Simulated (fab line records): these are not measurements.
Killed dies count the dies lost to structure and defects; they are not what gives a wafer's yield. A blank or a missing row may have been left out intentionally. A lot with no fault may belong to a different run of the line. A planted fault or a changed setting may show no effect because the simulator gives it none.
A struck lot beside a sound one :: flow n5Finfet :: 17 out of 1938 route steps
Sound: the wafers L720.1, L720.4, L720.6. Struck: wafer L723.2 (left out: L723.3, a lot-mate that was not struck); the cause follows at the end.
Each step with rows lists, per side, the tool, then ch with its chambers, then its first start. Under that, the readings that differ: sound wafers :: struck wafers :: difference of the means :: sigmas: that difference in standard deviations of wafers without a fault.
alike: readings with means less than 2 such deviations apart, plus words and numbers identical on both sides. not compared: withheld readings, readings lacking a value on some wafer, bounds such as >300 that could conceal the same value, and numbers that have no deviation in the record and whose values overlap.
A row with sigmas, a row that says differs or no value, or rows on one side alone: a step with any of these is where the two part. Numbers that don't overlap but have no deviation are shown without sigmas and don't part them. A reading that every wafer of one side lacks parts them only if that side has two wafers or more.

first, 8 steps without rows for these wafers: N5_MIM_BOT_LITHO_HMDS_01 (time 60 s); N5_MIM_BOT_LITHO_COAT_02; N5_MIM_BOT_LITHO_EBR_04; N5_MIM_BOT_LITHO_SOFTBAKE_03 (time 90 s); N5_MIM_BOT_LITHO_EXPOSE_05 (exposes mask MIM BOT); N5_MIM_BOT_LITHO_PEB_06; N5_MIM_BOT_LITHO_DEVELOP_07 (develop time 60 s); N5_MIM_BOT_LITHO_HARDBAKE_09 (time 120 s).
N5_MIM_BOT_LITHO_CD_MEAS_08: the cd target is 3000 nm.
  sound on cdSem-01 ch 0, day 14 11:17; struck on cdSem-03 ch 0, day 15 10:46
  alike: cdNm
N5_MIM_BOT_LITHO_OVL_MEAS_11:
  sound on overlay-02 ch 0, day 14 11:19; struck on overlay-01 ch 0, day 15 10:48
  alike: MIM_BOT_OVL
N5_MIM_BOT_LITHO_INSPECT_12: inspects for defects (macro).
  sound on defectInspect-02, day 14 11:20; struck on defectInspect-02, day 15 10:49
  alike: rawDefectCount
N5_MIM_BOT_LITHO_DESCUM_10: chemistry O2, time 7.9 s.
  sound on rieDiel-05 ch 1,2,3, day 14 11:22; struck on rieDiel-06 ch 2, day 15 11:04
  alike: chamberPressureMTorr, drypumpMotorCurrentA, oesProductAu, rfVppV, showerheadPlenumPTorr, throttleValvePct
  not compared: rfHoursCounterH
N5_MIM_BOT_ETCH_ETCH_04: etches SiNx in CF4/O2, target depth 26 nm, time 13 s.
  sound on rieDiel-05 ch 1,2,3, day 14 11:26; struck on rieDiel-06 ch 2, day 15 11:08
reading: rfVppV (V)
sound: 246 239 245
struck: 232
difference: -11
sigmas: -2

reading: model.etch.depthNm (nm)
sound: 26.17 25.44 25.48
struck: 33.26
difference: +7.56
sigmas: 

reading: model.MIM_BOT_ETCH.cdOffsetNm (nm)
sound: -0.2 0 0
struck: -0.4
difference: -0.3
sigmas: 
  alike: cf4FlowSccm, chamberPressureMTorr, drypumpMotorCurrentA, oesProductAu, showerheadPlenumPTorr, throttleValvePct
  not compared: rfHoursCounterH, model.coat_of_MIM_BOT_LITHO_COAT_02.thkNm
N5_MIM_BOT_ETCH_ETCH_03: etches the open film in Cl2/BCl3, target depth 12 nm.
  sound on rieMetal-01 ch 1, day 14 11:32; struck on rieMetal-03 ch 0, day 15 11:13
  alike: chamberPressureMTorr, drypumpMotorCurrentA, oesProductAu, throttleValvePct
  not compared: rfHoursCounterH
N5_MIM_BOT_ETCH_ETCH_00: etches TiN in Cl2/BCl3, target depth 45.5 nm.
  sound on rieMetal-01 ch 1, day 14 11:37; struck on rieMetal-03 ch 0, day 15 11:19
  alike: chamberPressureMTorr, drypumpMotorCurrentA, oesProductAu, throttleValvePct
  not compared: rfHoursCounterH, model.coat_of_MIM_BOT_LITHO_COAT_02.thkNm
N5_MIM_BOT_ETCH_STRIP_01: strips in O2.
  sound on rieDiel-05 ch 0,1,3, day 14 11:46; struck on rieDiel-05 ch 2, day 15 11:27
  alike: chamberPressureMTorr, drypumpMotorCurrentA, oesProductAu, rfVppV, showerheadPlenumPTorr, throttleValvePct
  not compared: rfHoursCounterH
N5_PASSIVATION_PROBE_49:
  sound on prober-01, day 14 19:35; struck on prober-02, day 15 20:02
reading: killed_at_M4_up
sound: 21 23 21
struck: 12
difference: -10
sigmas: -2

reading: killedAtContacts
sound: 3 2 11
struck: 22
difference: +17
sigmas: +3

reading: killedShort
sound: 24 19 28
struck: 42
difference: +18
sigmas: +2
  alike: defectLimitedYield, killed_at_M0_to_M3, killedAtFrontEnd, killedAtOther, killedDies, killedOpen, sort_bin_5_function, sort_bin_6_memory, sort_bin_8_speed, sortNPass, sortYieldPct

## WHERE THEY PART
Earliest at N5_MIM_BOT_ETCH_ETCH_04; latest, in this record, at N5_PASSIVATION_PROBE_49.

WHY: what the simulator had put in
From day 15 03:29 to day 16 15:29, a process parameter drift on rieDiel-06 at N5_MIM_BOT_ETCH_ETCH_04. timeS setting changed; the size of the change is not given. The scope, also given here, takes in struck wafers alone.
